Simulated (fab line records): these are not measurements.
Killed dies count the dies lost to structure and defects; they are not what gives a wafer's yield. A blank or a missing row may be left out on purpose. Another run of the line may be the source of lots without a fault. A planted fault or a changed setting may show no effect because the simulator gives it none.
Chamber matching / flow nand_harc / cmp-04 running NHARC_P_M1_CMP_23: 4 sister chambers
The step polishes, t overpolish 20 s, target thk 157.82 nm. 18 wafers are shown with their chamber, then 9 later ones without.

WAFERS, EACH WITH ITS CHAMBER
wafer=L079.2; chamber=3; motor_current_A (A)=10.6; time_to_endpoint_s (s)=27.4; slurry_filter_dp_kPa (kPa)=13.54
wafer=L079.3; chamber=0; motor_current_A (A)=9.2; time_to_endpoint_s (s)=24.2; slurry_filter_dp_kPa (kPa)=13.75
wafer=L079.6; chamber=3; motor_current_A (A)=10.0; time_to_endpoint_s (s)=26.5; slurry_filter_dp_kPa (kPa)=13.68
wafer=L078.3; chamber=1; motor_current_A (A)=12.0; time_to_endpoint_s (s)=28.3; slurry_filter_dp_kPa (kPa)=13.27
wafer=L078.4; chamber=2; motor_current_A (A)=12.2; time_to_endpoint_s (s)=27.6; slurry_filter_dp_kPa (kPa)=13.45
wafer=L078.6; chamber=1; motor_current_A (A)=12.3; time_to_endpoint_s (s)=29.3; slurry_filter_dp_kPa (kPa)=13.46
wafer=L081.3; chamber=3; motor_current_A (A)=10.0; time_to_endpoint_s (s)=27.1; slurry_filter_dp_kPa (kPa)=13.60
wafer=L081.4; chamber=1; motor_current_A (A)=12.5; time_to_endpoint_s (s)=34.6; slurry_filter_dp_kPa (kPa)=13.61
wafer=L081.6; chamber=3; motor_current_A (A)=11.0; time_to_endpoint_s (s)=27.5; slurry_filter_dp_kPa (kPa)=13.23
wafer=L084.1; chamber=1; motor_current_A (A)=12.2; time_to_endpoint_s (s)=32.6; slurry_filter_dp_kPa (kPa)=13.55
wafer=L084.5; chamber=0; motor_current_A (A)=9.7; time_to_endpoint_s (s)=24.2; slurry_filter_dp_kPa (kPa)=13.45
wafer=L084.6; chamber=1; motor_current_A (A)=11.9; time_to_endpoint_s (s)=34.5; slurry_filter_dp_kPa (kPa)=13.24
wafer=L087.1; chamber=0; motor_current_A (A)=10.2; time_to_endpoint_s (s)=26.6; slurry_filter_dp_kPa (kPa)=13.68
wafer=L087.2; chamber=2; motor_current_A (A)=12.7; time_to_endpoint_s (s)=33.1; slurry_filter_dp_kPa (kPa)=13.23
wafer=L087.3; chamber=1; motor_current_A (A)=11.6; time_to_endpoint_s (s)=33.6; slurry_filter_dp_kPa (kPa)=13.44
wafer=L092.1; chamber=0; motor_current_A (A)=9.8; time_to_endpoint_s (s)=23.1; slurry_filter_dp_kPa (kPa)=13.42
wafer=L092.3; chamber=2; motor_current_A (A)=12.6; time_to_endpoint_s (s)=32.8; slurry_filter_dp_kPa (kPa)=13.63
wafer=L092.4; chamber=3; motor_current_A (A)=11.0; time_to_endpoint_s (s)=26.5; slurry_filter_dp_kPa (kPa)=13.39

SIGNATURES (means of the wafers above)
reading=motor_current_A; chamber 0=9.725; chamber 1=12.083; chamber 2=12.500; chamber 3=10.520; scatter within a chamber=0.393
reading=time_to_endpoint_s; chamber 0=24.525; chamber 1=32.150; chamber 2=31.167; chamber 3=27.000; scatter within a chamber=2.13
reading=slurry_filter_dp_kPa; chamber 0=13.5750; chamber 1=13.4283; chamber 2=13.4367; chamber 3=13.4880; scatter within a chamber=0.169
Rule: a wafer lies at a distance from a chamber equal to the root of the sum of squares, over the readings, of (its reading less the chamber's mean, divided by the reading's scatter). The wafer belongs to the nearest chamber; if the next one is less than 2 further off, it can't be placed. The scatter is the square root of a quotient: the sum, over the shown wafers, of each reading's squared deviation from its chamber's mean, divided by wafers minus chambers.

WAFERS WITH NO CHAMBER GIVEN
wafer=L094.1; motor_current_A (A)=11.7; time_to_endpoint_s (s)=31.9; slurry_filter_dp_kPa (kPa)=13.65
wafer=L094.3; motor_current_A (A)=9.6; time_to_endpoint_s (s)=22.4; slurry_filter_dp_kPa (kPa)=13.70
wafer=L094.6; motor_current_A (A)=11.0; time_to_endpoint_s (s)=26.1; slurry_filter_dp_kPa (kPa)=13.44
wafer=L095.3; motor_current_A (A)=12.0; time_to_endpoint_s (s)=28.4; slurry_filter_dp_kPa (kPa)=13.60
wafer=L095.5; motor_current_A (A)=11.6; time_to_endpoint_s (s)=30.3; slurry_filter_dp_kPa (kPa)=13.30
wafer=L095.6; motor_current_A (A)=12.3; time_to_endpoint_s (s)=29.6; slurry_filter_dp_kPa (kPa)=13.74
wafer=L096.1; motor_current_A (A)=11.6; time_to_endpoint_s (s)=27.3; slurry_filter_dp_kPa (kPa)=13.57
wafer=L096.2; motor_current_A (A)=10.5; time_to_endpoint_s (s)=20.3; slurry_filter_dp_kPa (kPa)=13.48
wafer=L096.3; motor_current_A (A)=13.0; time_to_endpoint_s (s)=25.8; slurry_filter_dp_kPa (kPa)=13.55

WHICH CHAMBER EACH ONE RAN IN
wafer=L094.1; from the rows above=can't be placed: 1 or 2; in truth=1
wafer=L094.3; from the rows above=0; in truth=0
wafer=L094.6; from the rows above=3; in truth=3
wafer=L095.3; from the rows above=can't be placed: 1 or 2 or 3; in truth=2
wafer=L095.5; from the rows above=can't be placed: 1 or 2 or 3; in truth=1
wafer=L095.6; from the rows above=can't be placed: 2 or 1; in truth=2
wafer=L096.1; from the rows above=can't be placed: 1 or 3 or 2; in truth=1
wafer=L096.2; from the rows above=can't be placed: 0 or 3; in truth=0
wafer=L096.3; from the rows above=can't be placed: 2 or 1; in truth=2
2 of 9 placed correctly. These rows do not allow placing 7 (true chamber among the candidates in 7). Number placed wrongly: 0.
